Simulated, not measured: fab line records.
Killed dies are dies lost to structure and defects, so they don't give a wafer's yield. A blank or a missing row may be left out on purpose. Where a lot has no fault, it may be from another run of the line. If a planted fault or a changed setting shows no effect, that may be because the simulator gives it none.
Which tool did it?	flow nand harc	Sampling: 6 lots, 18 wafers, 3 of 1302 route steps

== WHAT THE GAUGES READ, wafer by wafer ==
NHARC_P_GATE_CD_MEAS_11: target cd 1640 nm.
lot	measured	on	cd nm (nm)
L864	day 5 04:19	cd sem-01	1638.7 1643.8 1640.2
L868	day 7 04:14	cd sem-03	1641.4 1639.0 1639.2
L870	day 7 19:32	cd sem-02	1642.8 1638.5 1640.7
L872	day 8 10:51	cd sem-03	1635.4 1639.8 1641.4
L882	day 12 17:14	cd sem-03	1641.6 1643.4 1644.1
L884	day 13 09:48	cd sem-03	1637.5 1642.9 1640.6

== WHICH TOOL RAN EACH LOT (tool, then ch and the chambers of the sampled wafers, then the start) ==
lot	NHARC_P_STI_ETCH_15	NHARC_P_GATE_EXPOSE_08
L864	rie si-01 ch 0,1,2, day 3 16:52	krf scanner-04 ch 0, day 5 04:10
L868	rie si-03 ch 0,1,3, day 5 09:58	krf scanner-04 ch 0, day 7 04:05
L870	rie si-03 ch 0,3, day 6 03:38	krf scanner-04 ch 0, day 7 19:23
L872	rie si-03 ch 1,2,3, day 7 02:40	krf scanner-03 ch 0, day 8 10:41
L882	rie si-05 ch 0,2,3, day 11 04:05	krf scanner-03 ch 0, day 12 17:05
L884	rie si-01 ch 2,3, day 11 23:13	krf scanner-04 ch 0, day 13 09:39
- NHARC_P_STI_ETCH_15: etches the open film in HBr/Cl2, target depth 300 nm, time 100.1 s.
- NHARC_P_GATE_EXPOSE_08: exposes mask P HV.

== THE ANSWER, worked out from the rows above alone ==
Rule: usual is defined by the lots themselves. The widest of any qualifying gaps counts: lots, ordered by their means at a reading, are off when they make up no more than a third of the lots, leave a main group of 4 or more, and stand apart from it by 3 or more times the standard deviation of that group's means. If all means in a main group match to the digits the tables above print for the reading, that group is not used. A lot without any number at a reading at which 4 lots or more have one is off too. All remaining lots with rows at the step are treated as sound.
Nothing can be told from this: no lot is off at any reading shown.

== WHAT THE SIMULATOR HAD PUT IN ==
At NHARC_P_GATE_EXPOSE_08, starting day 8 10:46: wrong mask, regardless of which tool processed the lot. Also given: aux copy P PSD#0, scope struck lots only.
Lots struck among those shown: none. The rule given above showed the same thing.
